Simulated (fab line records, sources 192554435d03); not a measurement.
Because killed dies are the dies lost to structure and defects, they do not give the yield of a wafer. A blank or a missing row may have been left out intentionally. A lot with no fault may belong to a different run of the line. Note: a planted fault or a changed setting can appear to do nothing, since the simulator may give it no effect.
fab line records | flow n5_finfet | part 1 of 2: steps 1 to 23 of 28
[record] lots = 5 wafers = 15 last_day = 15
route steps=1938 shown ILD0@336 SDB@347
lots that met no fault: taken from a fault-free run of the same line
start_h: hours from the record's opening day to when the first of the lot's shown wafers began | wait_h: hours from the lot's prior step to this one | " same as the row above | L1.1+2: a row that stands for several wafers | - value missing, or start not given | * or withheld: withheld | < > ~ a bound
route shown NAME@n: a module of which the file shows steps, and the number in the route of the first | usual: mean and standard deviation over wafers with no fault | same: alike in all rows | chamber/n: place in a boat | sites: readings site by site | _std_site: their standard deviation | _edge_site: outer sites' mean less inner sites' | radius_mm: for every site, how far away it sits from the centre of the wafer | mask NAME#n: copy n | behind: the last tool/chamber to shape the wafer | hold: the reason the lot was held/the length of the hold in hours/how it ended | device: which transistor (n, p or np) failed to switch | end of line: at the end of the route, the tests of the same wafers | a step with no rows: only its recipe | killed: at the first sort, the dies lost to defects and structure; wafer yield is something else | map: a wafer's dies, x killed, . not, _ none there
set.NAME: setting as actually run; set.NAME@STEP: the setting as run at that earlier step | model.NAME: the simulator's own value behind a step, which no gauge read
certain route steps with their lots: each step a table, each wafer a row
services: a tool's chamber out of use, with start hour (start_h, from the record's first day; less than 0 if before it), hours out, and reason
[[steps]]
[step N5_ILD0_FCVD_FILL_01]
[recipe] material = SiO2_flowable target_thk_a = 2000 temp_c = 100 pressure_torr = 0.8 rf_w = 2000 time_s = 328.3
[usual] tsa_flow_sccm = 60.02/0.16
// columns lot.wafer tool chamber start_h wait_h tsa_flow_sccm
L076.1 fcvd-01 0 74.64 0.2 59.81
L076.3 " 0 " " 59.89
L076.4 " 1 " " 59.96
L080.2 fcvd-02 0 93.27 0.2 59.96
L080.4 " 0 " " 60.11
L080.6 " 0 " " 60.15
L082.3 fcvd-02 0 112.70 0.3 59.99
L082.4 " 1 " " 59.89
L082.5 " 1 " " 60.11
L083.1 fcvd-01 0 115.86 0.2 60.18
L083.2 " 1 " " 60.14
L083.4 " 0 " " 59.90
L091.1 fcvd-01 1 162.03 0.2 59.97
L091.2 " 0 " " 60.19
L091.3 " 0 " " 60.06
[step N5_ILD0_CURE_02]
[recipe] temp_c = 450 time_s = 1800 ambient = steam idle_temp_c = 400 ramp_up_c_per_min = 5 ramp_down_c_per_min = 3 densification_p_h2o_torr = 640
[usual] spike_tc_upper_C = 449.5/1 zone_power_top_pct = 13.8/1.6
// columns lot.wafer tool chamber start_h wait_h spike_tc_upper_C zone_power_top_pct
L076.1 furnace-02 0 75.03 0.3 451.0 16.2
L076.3 " 0 " " 448.6 16.1
L076.4 " 0 " " 448.8 16.3
L080.2 furnace-02 0 93.66 0.3 449.5 16.0
L080.4 " 0 " " 450.9 16.2
L080.6 " 0 " " 450.0 16.3
L082.3 furnace-01 0 112.97 0.2 450.2 13.2
L082.4 " 0 " " 450.3 13.2
L082.5 " 0 " " 448.4 13.0
L083.1 furnace-03 0 116.26 0.3 448.2 12.2
L083.2 " 0 " " 449.2 12.2
L083.4 " 0 " " 450.1 12.0
L091.1 furnace-03 0 162.42 0.3 449.0 12.1
L091.2 " 0 " " 448.3 12.4
L091.3 " 0 " " 448.5 12.3
[step N5_ILD0_CMP_03]
[recipe] stop_on = SiNx t_overpolish_s = 1.9 post_cmp_clean = alkaline_brush down_force_psi = 4.1491 platen_rpm = 51.796 pad_velocity_m_s = 1.0306 target_thk_nm = 197.38
[usual] motor_current_A = 12.6/1.1 overpolish_run_s = 1.899/0.0093 time_to_endpoint_s = 72/5.6
// columns lot.wafer tool chamber start_h wait_h motor_current_A overpolish_run_s time_to_endpoint_s
L076.4 cmp-04 1 76.59 0.0 12.5 1.912 83
L076.1 " 2 " " 13.0 1.893 67
L076.3 " 0 " " 12.4 1.899 74
L080.2 cmp-04 2 95.29 0.1 13.0 1.910 67
L080.4 " 3 " " 12.5 1.894 71
L080.6 " 0 " " 12.4 1.898 74
L082.4 cmp-03 1 114.57 0.1 14.6 1.899 69
L082.3 " 3 " " 11.7 1.902 68
L082.5 " 0 " " 12.7 1.893 74
L083.2 cmp-04 1 117.81 0.0 12.0 1.902 84
L083.1 " 2 " " 13.4 1.917 66
L083.4 " 0 " " 12.0 1.886 73
L091.1 cmp-04 1 163.99 0.0 13.0 1.897 78
L091.3 " 2 " " 12.9 1.885 62
L091.2 " 0 " " 12.6 1.900 71
[step N5_ILD0_THK_MEAS_04]
[usual] thk_nm = 197.3/1.7
// columns lot.wafer tool chamber start_h wait_h thk_nm
L076.1 film_metro-02 - 76.88 - 196.2
L076.3 " - " " 199.3
L076.4 " - " " 198.9
L080.2 film_metro-01 - 95.51 - 196.9
L080.4 " - " " 197.3
L080.6 " - " " 197.8
L082.3 film_metro-01 - 114.82 - 195.6
L082.4 " - " " 191.1
L082.5 " - " " 194.1
L083.1 film_metro-02 - 118.11 - 195.9
L083.2 " - " " 198.6
L083.4 " - " " 198.3
L091.1 film_metro-01 - 164.29 - 198.9
L091.2 " - " " 196.6
L091.3 " - " " 196.2
[step N5_ILD0_CMP_07]
[recipe] stop_on = poly-Si material = SiO2_flowable t_overpolish_s = 1.18 post_cmp_clean = alkaline_brush down_force_psi = 4.1491 platen_rpm = 51.796 pad_velocity_m_s = 1.0306 target_thk_nm = 138.88
[usual] motor_current_A = 12.6/1.2
// columns lot.wafer tool chamber start_h wait_h motor_current_A
L076.4 cmp-04 0 76.91 0.0 11.8
L076.1 " 1 " " 12.9
L076.3 " 2 " " 12.9
L080.2 cmp-03 1 95.54 0.0 14.2
L080.4 " 0 " " 12.7
L080.6 " 2 " " 10.8
L082.4 cmp-04 1 114.89 0.1 13.7
L082.3 " 3 " " 11.7
L082.5 " 1 " " 13.0
L083.4 cmp-03 2 118.14 0.0 11.0
L083.1 " 0 " " 12.5
L083.2 " 1 " " 14.9
L091.2 cmp-03 0 164.32 0.0 12.7
L091.3 " 1 " " 14.3
L091.1 " 2 " " 10.9
[step N5_ILD0_THK_MEAS_08]
[usual] thk_nm = 139.5/1.6
// columns lot.wafer tool chamber start_h wait_h thk_nm
L076.1 film_metro-02 - 77.21 - 141.8
L076.3 " - " " 137.2
L076.4 " - " " 139.2
L080.2 film_metro-01 - 95.84 - 139.6
L080.4 " - " " 140.7
L080.6 " - " " 138.0
L082.3 film_metro-02 - 115.15 - 140.6
L082.4 " - " " 143.0
L082.5 " - " " 142.7
L083.1 film_metro-01 - 118.43 - 140.8
L083.2 " - " " 140.5
L083.4 " - " " 139.5
L091.1 film_metro-01 - 164.61 - 136.9
L091.2 " - " " 139.6
L091.3 " - " " 139.0
[step N5_ILD0_PRECLEAN_10]
[recipe] chemistry = NF3:NH3 afs_cycles = 5 time_s = 20 temp_c = 30 sublimation_temp_c = 180 sublimation_time_s = 60 pressure_torr = 3 rf_power_w = 30
[usual] pressure_torr = 2.999/0.0056 sublimation_temp_c = 180.00/0.16
// columns lot.wafer tool chamber start_h wait_h pressure_torr sublimation_temp_c
L076.1 remote_plasma-01 0 77.24 0.0 3.006 180.23
L076.3 " 0 " " 3.010 180.11
L076.4 " 0 " " 2.997 180.15
L080.2 remote_plasma-02 1 95.98 0.1 2.996 179.74
L080.4 " 1 " " 2.995 180.01
L080.6 " 1 " " 2.997 179.80
L082.3 remote_plasma-01 0 115.40 0.3 3.006 179.92
L082.4 " 0 " " 3.005 180.00
L082.5 " 0 " " 2.993 179.88
L083.1 remote_plasma-01 1 118.47 0.0 2.995 179.89
L083.2 " 1 " " 2.998 180.21
L083.4 " 1 " " 2.993 179.91
L091.1 remote_plasma-02 0 164.65 0.0 2.995 180.23
L091.2 " 0 " " 3.003 180.34
L091.3 " 0 " " 2.995 180.00
[step N5_ILD0_ALD_15]
[recipe] material = SiNx target_thk_a = 240 temp_c = 400 ald_precursor_family = SiH2I2 ald_co_reactant = N2/H2-plasma pulse_time_s = 1 ald_cycles = 480 purge_time_s = 2 co_reactant_purge_time_s = 2 pressure_torr = 2
[usual] heater_power_w = 804/67 precursor_pulse_height_rel = 1.002/0.021
[same] ald_cycles = 480
// columns lot.wafer tool chamber start_h wait_h heater_power_w precursor_pulse_height_rel
L076.1 ald_sin-02 3 78.03 0.7 700 0.972
L076.3 " 0 " " 710 1.032
L076.4 " 1 " " 797 0.996
L080.2 ald_sin-02 1 96.55 0.5 829 1.007
L080.4 " 3 " " 689 1.021
L080.6 " 0 97.64 1.1 726 1.003
L082.3 ald_sin-02 3 115.86 0.4 697 1.004
L082.4 " 2 " " 863 0.980
L082.5 " 3 116.95 1.2 694 1.007
L083.1 ald_sin-02 1 119.15 0.6 805 0.967
L083.2 " 2 " " 868 1.010
L083.4 " 3 " " 686 0.997
L091.1 ald_sin-02 0 165.33 0.6 736 0.975
L091.2 " 1 " " 803 0.980
L091.3 " 3 " " 699 1.018
[step N5_ILD0_CMP_12]
[recipe] stop_on = poly-Si material = SiNx t_overpolish_s = 6 post_cmp_clean = alkaline_brush down_force_psi = 2.5 platen_rpm = 51.8 pad_velocity_m_s = 1.0307 target_thk_nm = 17.67
[usual] motor_current_A = 9.2/0.85 overpolish_run_s = 6.000/0.0084 time_to_endpoint_s = 31/3.9
// columns lot.wafer tool chamber start_h wait_h motor_current_A overpolish_run_s time_to_endpoint_s
L076.3 cmp-04 0 80.23 1.1 9.2 5.984 30
L076.4 " 1 " " 9.5 6.005 36
L076.1 " 2 " " 10.0 6.015 25
L080.4 cmp-03 2 98.75 1.1 8.1 6.002 27
L080.2 " 3 " " 8.7 5.992 28
L080.6 " 3 " " 8.4 6.004 26
L082.3 cmp-01 3 118.10 1.2 9.3 6.011 35
L082.4 " 0 " " 9.2 6.004 27
L082.5 " 2 " " 7.8 5.988 31
L083.1 cmp-01 0 121.35 1.1 8.7 6.012 24
L083.2 " 1 " " 10.5 6.004 29
L083.4 " 3 " " 9.0 6.000 30
L091.2 cmp-01 1 167.53 1.1 10.3 6.003 32
L091.3 " 2 " " 7.8 6.003 33
L091.1 " 0 " " 9.0 6.004 28
[step N5_ILD0_THK_MEAS_13]
[usual] thk_nm = 18.5/1.6
// columns lot.wafer tool chamber start_h wait_h thk_nm
L076.1 film_metro-02 - 80.52 - 16.5
L076.3 " - " " 19.6
L076.4 " - " " 22.3
L080.2 film_metro-01 - 99.05 - 17.1
L080.4 " - " " 16.5
L080.6 " - " " 17.5
L082.3 film_metro-02 - 118.36 - 21.3
L082.4 " - " " 18.4
L082.5 " - " " 20.2
L083.1 film_metro-01 - 121.65 - 16.5
L083.2 " - " " 18.5
L083.4 " - " " 18.9
L091.1 film_metro-01 - 167.82 - 17.7
L091.2 " - " " 20.2
L091.3 " - " " 20.5
[step N5_ILD0_INSPECT_06]
[recipe] inspect_instrument = darkfield mode = post_cmp
[usual] raw_defect_count = 35/14
// columns lot.wafer tool chamber start_h wait_h raw_defect_count
L076.1 defect_inspect-02 - 80.55 0.0 20
L076.3 " - " " 45
L076.4 " - " " 40
L080.2 defect_inspect-02 - 99.07 0.0 22
L080.4 " - " " 26
L080.6 " - " " 52
L082.3 defect_inspect-01 - 118.39 0.0 52
L082.4 " - " " 35
L082.5 " - " " 33
L083.1 defect_inspect-02 - 121.67 0.0 22
L083.2 " - " " 42
L083.4 " - " " 41
L091.1 defect_inspect-02 - 167.85 0.0 16
L091.2 " - " " 28
L091.3 " - " " 31
[step N5_SDB_HM_DEP_00]
[recipe] material = SiNx target_thk_a = 400 temp_c = 400 precursor = SiH4/NH3/N2 pressure_torr = 1.5 rf_w = 300 time_s = 35.3
[usual] heater_power_w = 782/100 showerhead_plenum_p_Torr = 5.13/0.042 throttle_valve_pct = 39.2/2.3
// columns lot.wafer tool chamber start_h wait_h heater_power_w showerhead_plenum_p_Torr throttle_valve_pct
L076.1 pecvd-01 2 80.59 0.0 840 5.12 39.2
L076.3 " 1 " " 813 5.17 37.2
L076.4 " 2 " " 838 5.12 39.1
L080.2 pecvd-01 0 99.11 0.0 810 5.11 38.7
L080.4 " 2 " " 821 5.11 39.2
L080.6 " 0 " " 847 5.12 38.6
L082.3 pecvd-01 1 118.42 0.0 693 5.15 37.2
L082.4 " 0 " " 747 5.13 38.8
L082.5 " 1 " " 691 5.15 37.2
L083.1 pecvd-02 2 121.71 0.0 880 5.15 40.5
L083.2 " 0 " " 687 5.16 45.8
L083.4 " 1 " " 886 5.11 40.8
L091.1 pecvd-01 1 167.88 0.0 754 5.15 36.8
L091.2 " 0 " " 812 5.11 38.7
L091.3 " 0 " " 811 5.12 38.5
[step N5_SDB_COAT_03]
[recipe] resist = SOC temp_c = 250 time_s = 60 spin_rpm = 1500 resist_thk_nm = 100
[usual] resist_line_temp_C = 23.03/0.11
// columns lot.wafer tool chamber start_h wait_h resist_line_temp_C
L076.1 litho_track-04 0 80.67 0.1 23.00
L076.3 " 0 " " 23.19
L076.4 " 0 " " 22.95
L080.2 litho_track-04 0 99.22 0.1 23.09
L080.4 " 0 " " 23.04
L080.6 " 0 " " 23.05
L082.3 litho_track-02 0 118.50 0.1 23.10
L082.4 " 0 " " 23.00
L082.5 " 0 " " 22.95
L083.1 litho_track-02 0 121.79 0.1 22.99
L083.2 " 0 " " 23.13
L083.4 " 0 " " 23.00
L091.1 litho_track-04 0 167.99 0.1 22.99
L091.2 " 0 " " 22.92
L091.3 " 0 " " 23.08
[step N5_SDB_COAT_04]
[recipe] resist = SiARC temp_c = 220 time_s = 60 spin_rpm = 1500 resist_thk_nm = 18
[usual] resist_line_temp_C = 22.99/0.11
// columns lot.wafer tool chamber start_h wait_h resist_line_temp_C
L076.1 litho_track-04 0 - - 23.13
L076.3 " 0 " " 22.89
L076.4 " 0 " " 22.98
L080.2 litho_track-04 0 - - 22.88
L080.4 " 0 " " 22.77
L080.6 " 0 " " 22.95
L082.3 litho_track-02 0 - - 23.18
L082.4 " 0 " " 22.94
L082.5 " 0 " " 22.99
L083.1 litho_track-02 0 - - 23.04
L083.2 " 0 " " 22.87
L083.4 " 0 " " 23.05
L091.1 litho_track-04 0 - - 23.06
L091.2 " 0 " " 22.92
L091.3 " 0 " " 22.95
[step N5_SDB_COAT_05]
[recipe] resist = CAR-ArF spin_rpm = 1500 resist_thk_nm = 90
[usual] resist_line_temp_C = 23.01/0.097
// columns lot.wafer tool chamber start_h wait_h resist_line_temp_C
L076.1 litho_track-04 0 - - 23.03
L076.3 " 0 " " 22.95
L076.4 " 0 " " 22.94
L080.2 litho_track-04 0 - - 23.11
L080.4 " 0 " " 22.97
L080.6 " 0 " " 23.05
L082.3 litho_track-02 0 - - 23.09
L082.4 " 0 " " 23.02
L082.5 " 0 " " 22.97
L083.1 litho_track-02 0 - - 23.14
L083.2 " 0 " " 23.02
L083.4 " 0 " " 23.01
L091.1 litho_track-04 0 - - 23.08
L091.2 " 0 " " 23.04
L091.3 " 0 " " 22.90
[step N5_SDB_EBR_07]
[recipe] solvent = PGMEA ebr_width_mm = 1.5
[usual] resist_line_temp_C = 22.98/0.096
// columns lot.wafer tool chamber start_h wait_h resist_line_temp_C
L076.1 litho_track-04 0 - - 23.04
L076.3 " 0 " " 22.99
L076.4 " 0 " " 22.89
L080.2 litho_track-04 0 - - 22.83
L080.4 " 0 " " 22.93
L080.6 " 0 " " 23.02
L082.3 litho_track-02 0 - - 22.89
L082.4 " 0 " " 22.98
L082.5 " 0 " " 22.95
L083.1 litho_track-02 0 - - 22.89
L083.2 " 0 " " 22.87
L083.4 " 0 " " 23.07
L091.1 litho_track-04 0 - - 23.01
L091.2 " 0 " " 22.94
L091.3 " 0 " " 22.89
[step N5_SDB_SOFTBAKE_06]
[recipe] temp_c = 110 time_s = 60 resist = CAR-ArF
[usual] resist_line_temp_C = 23.01/0.11
// columns lot.wafer tool chamber start_h wait_h resist_line_temp_C
L076.1 litho_track-04 0 - - 23.00
L076.3 " 0 " " 22.94
L076.4 " 0 " " 23.03
L080.2 litho_track-04 0 - - 23.08
L080.4 " 0 " " 23.08
L080.6 " 0 " " 23.12
L082.3 litho_track-02 0 - - 22.94
L082.4 " 0 " " 22.99
L082.5 " 0 " " 22.92
L083.1 litho_track-02 0 - - 23.10
L083.2 " 0 " " 23.16
L083.4 " 0 " " 22.93
L091.1 litho_track-04 0 - - 22.92
L091.2 " 0 " " 22.98
L091.3 " 0 " " 22.98
[step N5_SDB_EXPOSE_08]
[recipe] mask_id = SDB na = 1.35 source_shape = conventional sigma_outer = 0.5 polarization = unpolarized dose_mj = 49.6
[usual] stage_vel_mm_s = 500.01/0.23
// columns lot.wafer tool chamber start_h wait_h mask stage_vel_mm_s
L076.1 arfi_scanner-01 0 80.79 - SDB#0 500.11
L076.3 " 0 " " SDB#0 500.02
L076.4 " 0 " " SDB#0 500.11
L080.2 arfi_scanner-02 0 99.47 - SDB#0 500.01
L080.4 " 0 " " SDB#0 500.16
L080.6 " 0 " " SDB#0 500.04
L082.3 arfi_scanner-03 0 118.76 - SDB#0 500.57
L082.4 " 0 " " SDB#0 500.31
L082.5 " 0 " " SDB#0 500.17
L083.1 arfi_scanner-02 0 122.03 - SDB#0 499.99
L083.2 " 0 " " SDB#0 500.15
L083.4 " 0 " " SDB#0 499.83
L091.1 arfi_scanner-02 0 168.11 - SDB#0 499.85
L091.2 " 0 " " SDB#0 499.75
L091.3 " 0 " " SDB#0 499.64
[step N5_SDB_PEB_09]
[recipe] peb_temp_c = withheld peb_time_s = 60 resist = CAR-ArF
[usual] resist_line_temp_C = 22.99/0.1
[same] peb_time_s = 60
// columns lot.wafer tool chamber start_h wait_h resist_line_temp_C
L076.1 litho_track-04 0 80.85 0.1 22.77
L076.3 " 0 " " 22.90
L076.4 " 0 " " 23.02
L080.2 litho_track-02 0 99.52 0.0 23.15
L080.4 " 0 " " 23.04
L080.6 " 0 " " 22.97
L082.3 litho_track-04 0 118.81 0.0 23.18
L082.4 " 0 " " 23.19
L082.5 " 0 " " 23.12
L083.1 litho_track-04 0 122.09 0.1 22.81
L083.2 " 0 " " 23.05
L083.4 " 0 " " 22.76
L091.1 litho_track-01 0 168.17 0.1 22.90
L091.2 " 0 " " 22.85
L091.3 " 0 " " 22.97
[step N5_SDB_DEVELOP_10]
[recipe] develop_time_s = 30 developer = TMAH resist = CAR-ArF rinse_liquid = diw dry = air_spin dev_temp_c = 23
[usual] resist_line_temp_C = 22.99/0.1
// columns lot.wafer tool chamber start_h wait_h resist_line_temp_C
L076.1 litho_track-04 0 - - 22.94
L076.3 " 0 " " 23.12
L076.4 " 0 " " 23.05
L080.2 litho_track-02 0 - - 22.98
L080.4 " 0 " " 23.14
L080.6 " 0 " " 23.10
L082.3 litho_track-04 0 - - 23.24
L082.4 " 0 " " 23.11
L082.5 " 0 " " 23.06
L083.1 litho_track-04 0 - - 22.97
L083.2 " 0 " " 22.89
L083.4 " 0 " " 22.94
L091.1 litho_track-01 0 - - 22.79
L091.2 " 0 " " 22.90
L091.3 " 0 " " 22.90
[step N5_SDB_CD_MEAS_11]
[recipe] target_cd_nm = 50 landing_energy_ev = 500 detector = se_inlens polarity = opening
[usual] cd_nm = 50.3/1.3
// columns lot.wafer tool chamber start_h wait_h cd_nm
L076.1 cd_sem-02 0 80.91 - 50.4
L076.3 " 0 " " 52.5
L076.4 " 0 " " 50.4
L080.2 cd_sem-02 0 99.59 - 49.7
L080.4 " 0 " " 50.3
L080.6 " 0 " " 51.4
L082.3 cd_sem-02 0 118.88 - 48.8
L082.4 " 0 " " 51.0
L082.5 " 0 " " 52.0
L083.1 cd_sem-01 0 122.16 - 49.9
L083.2 " 0 " " 51.7
L083.4 " 0 " " 48.8
L091.1 cd_sem-01 0 168.24 - 48.4
L091.2 " 0 " " 50.5
L091.3 " 0 " " 47.9
[step N5_SDB_OVL_MEAS_12]
[recipe] points_per_wafer = 44
[usual] SDB_OVL = -0.4/0.69
// columns lot.wafer tool chamber start_h wait_h SDB_OVL[nm]
L076.1 overlay-01 0 80.94 0.0 0.7
L076.3 " 0 " " -0.1
L076.4 " 0 " " -1.7
L080.2 overlay-02 0 99.62 0.0 0.9
L080.4 " 0 " " 0.2
L080.6 " 0 " " -0.4
L082.3 overlay-02 0 118.91 0.0 -1.5
L082.4 " 0 " " -2.5
L082.5 " 0 " " -0.9
L083.1 overlay-02 0 122.19 0.0 -0.2
L083.2 " 0 " " -0.2
L083.4 " 0 " " -1.3
L091.1 overlay-01 0 168.27 0.0 -0.7
L091.2 " 0 " " -1.5
L091.3 " 0 " " -0.6
[step N5_SDB_INSPECT_13]
[recipe] mode = adi inspect_instrument = brightfield
[usual] raw_defect_count = 70/31
// columns lot.wafer tool chamber start_h wait_h raw_defect_count
L076.1 defect_inspect-02 - 80.97 0.0 47
L076.3 " - " " 47
L076.4 " - " " 71
L080.2 defect_inspect-01 - 99.64 0.0 68
L080.4 " - " " 121
L080.6 " - " " 135
L082.3 defect_inspect-02 - 118.93 0.0 97
L082.4 " - " " 183
L082.5 " - " " 82
L083.1 defect_inspect-02 - 122.21 0.0 23
L083.2 " - " " 57
L083.4 " - " " 50
L091.1 defect_inspect-01 - 168.29 0.0 50
L091.2 " - " " 68
L091.3 " - " " 34
